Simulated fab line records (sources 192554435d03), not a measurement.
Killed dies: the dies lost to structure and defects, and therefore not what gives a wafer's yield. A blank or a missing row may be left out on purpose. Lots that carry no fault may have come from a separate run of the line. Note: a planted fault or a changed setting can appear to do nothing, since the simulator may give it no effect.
Which tool was responsible? | flow n5Finfet | Sampling: 11 lots, 29 wafers, 4 of 1938 route steps

WHAT THE GAUGES SHOWED, per wafer
N5_SD_EPI_N_EPI_MEAS_23.
lot  | measured    | on           | thkNm (nm)
L923 | day 3 04:29 | filmMetro-02 | 58.7 58.8
L927 | day 4 05:04 | filmMetro-02 | 60.2 59.0 58.8
L928 | day 4 12:57 | filmMetro-02 | 58.4 57.8 60.4
L929 | day 4 16:37 | filmMetro-02 | 58.6 60.8 60.1
L932 | day 5 10:23 | filmMetro-02 | 60.3 58.7 60.0
L935 | day 6 07:56 | filmMetro-02 | 40.4 41.2 40.2
L937 | day 6 18:54 | filmMetro-02 | 40.7 41.9 40.4
L939 | day 7 06:37 | filmMetro-02 | 41.4 40.7 40.1
L941 | day 7 16:14 | filmMetro-02 | 58.2 57.5
L943 | day 8 03:50 | filmMetro-02 | 60.7 61.6
L944 | day 8 10:42 | filmMetro-02 | 58.8 58.5

EACH LOT AND THE TOOL THAT RAN IT (in order: tool; ch and the chambers of the sampled wafers; start)
lot  | N5_DUMMY_GATE_ETCH_23          | N5_SD_EPI_N_ETCH_35              | N5_SD_EPI_N_EPI_21
L923 | rieSi-03 ch 1,2, day 2 23:32   | rieDiel-06 ch 0,3, day 3 01:10   | epiRpcvd-03 ch 0, day 3 02:46
L927 | rieSi-03 ch 2,3, day 4 00:02   | rieDiel-03 ch 0,1,3, day 4 01:45 | epiRpcvd-02 ch 0, day 4 03:22
L928 | rieSi-05 ch 0,1,2, day 4 07:28 | rieDiel-02 ch 1,2,3, day 4 09:39 | epiRpcvd-03 ch 0, day 4 11:14
L929 | rieSi-03 ch 0,1,3, day 4 11:04 | rieDiel-06 ch 0,1,3, day 4 13:19 | epiRpcvd-02 ch 0, day 4 14:54
L932 | rieSi-05 ch 1,2, day 5 04:23   | rieDiel-03 ch 0,2,3, day 5 07:14 | epiRpcvd-03 ch 0, day 5 09:30
L935 | rieSi-05 ch 0,1,3, day 6 03:07 | rieDiel-02 ch 0,2, day 6 04:38   | epiRpcvd-03 ch 0, day 6 06:29
L937 | rieSi-01 ch 0,1,3, day 6 13:58 | rieDiel-02 ch 0,1,2, day 6 15:36 | epiRpcvd-03 ch 0, day 6 17:11
L939 | rieSi-05 ch 0,1,2, day 7 00:52 | rieDiel-06 ch 0,1, day 7 02:34   | epiRpcvd-03 ch 0, day 7 04:42
L941 | rieSi-01 ch 1,3, day 7 10:41   | rieDiel-03 ch 1,3, day 7 12:56   | epiRpcvd-02 ch 0, day 7 15:04
L943 | rieSi-05 ch 2, day 7 22:47     | rieDiel-03 ch 0,2, day 8 00:31   | epiRpcvd-02 ch 0, day 8 02:24
L944 | rieSi-05 ch 3, day 8 03:53     | rieDiel-06 ch 2, day 8 05:48     | epiRpcvd-04 ch 0, day 8 09:32
- N5_DUMMY_GATE_ETCH_23: etches poly-Si in HBr/Cl2/O2, target depth 41 nm, time 22.3 s.
- N5_SD_EPI_N_ETCH_35: etches SOC in N2/H2, overetch 108 nm, time 486 s.
- N5_SD_EPI_N_EPI_21: deposits Si:P, time 690 s.

THE ANSWER, worked out from the rows above alone
Rule: the usual values come from the lots themselves. The widest of any qualifying gaps counts: lots, ordered by their means at a reading, are off when they make up no more than a third of the lots, leave a main group of 4 or more, and stand apart from it by 3 or more times the standard deviation of that group's means. A main group is skipped when, at the precision printed for the reading in the tables above, its means are all equal. A lot without any number at a reading at which 4 lots or more have one is off too. Where the step has rows for the other lots, those lots are counted as sound.
Off: L935, L937, L939 (N5_SD_EPI_N_EPI_MEAS_23, thkNm). Mean 59.3 nm and standard deviation 0.93 in the main group.
A tool fits if, at a process step before that reading, it ran every lot that is off, and no sound lot after the first of them. Gauges at N5_SD_EPI_N_EPI_MEAS_23: tried the same way as those tools. One fits: N5_SD_EPI_N_EPI_21 on epiRpcvd-03. Its last sound lot is L932 (day 5 09:30), its first lot that is off L935 (day 6 06:29): a fault that began between those two fits.

WHAT WAS PUT IN BY THE SIMULATOR
Process parameter drift: epiRpcvd-03, from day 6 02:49 on, at N5_SD_EPI_N_EPI_21. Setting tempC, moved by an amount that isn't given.
Struck lots among those shown: L935, L937, L939. The same result came from the rule above.
